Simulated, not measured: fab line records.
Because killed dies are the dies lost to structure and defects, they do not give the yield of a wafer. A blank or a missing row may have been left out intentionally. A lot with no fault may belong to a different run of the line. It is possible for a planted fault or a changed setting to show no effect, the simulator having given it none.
Chamber matching -- flow n5-finfet -- 3 sister chambers for N5_BEOL_M4_ILD_DEP_00 on pecvd-01
The step deposits SiOC from DEMS/O2, target thk 79 nm, time 15.3 s. 6 wafers are shown with their chamber, then 8 later ones without.

WAFERS PAIRED WITH THEIR CHAMBERS
wafer,chamber,throttle-valve-pct (%),showerhead-plenum-p-Torr (Torr)
L076.3,0,11.7,5.688
L078.6,0,11.7,5.685
L082.6,2,12.8,5.727
L081.4,2,13.0,5.708
L081.5,1,12.6,5.694
L084.1,1,12.4,5.690

WAFERS WITH NO CHAMBER GIVEN
wafer,throttle-valve-pct (%),showerhead-plenum-p-Torr (Torr)
L084.3,12.3,5.695
L084.5,12.0,5.681
L089.1,11.9,5.687
L089.4,12.2,5.686
L089.6,11.5,5.710
L092.4,12.6,5.671
L092.5,11.5,5.713
L092.6,11.9,5.692

WHICH CHAMBER EACH ONE RAN IN
wafer,from the rows above,in truth
L084.3,1,1
L084.5,can't be placed: 0 or 1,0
L089.1,0,0
L089.4,can't be placed: 1 or 0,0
L089.6,0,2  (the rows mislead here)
L092.4,1,1
L092.5,0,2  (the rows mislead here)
L092.6,0,0
Placed correctly: 4 of 8. Cannot be placed on the basis of these rows: 2; the candidates contain the true chamber in 2. Number placed wrongly: 2.
How it was worked out, from the rows above alone: a wafer's distance from a chamber is the root of the sum, over the readings, of the square of ((its reading less the chamber's mean) divided by the reading's scatter). The wafer belongs to the nearest chamber; if the next one is less than 2 further off, it can't be placed. A chamber's mean is the mean of its shown wafers. The scatter is the square root of a quotient: the sum, over the shown wafers, of each reading's squared deviation from its chamber's mean, divided by wafers minus chambers.
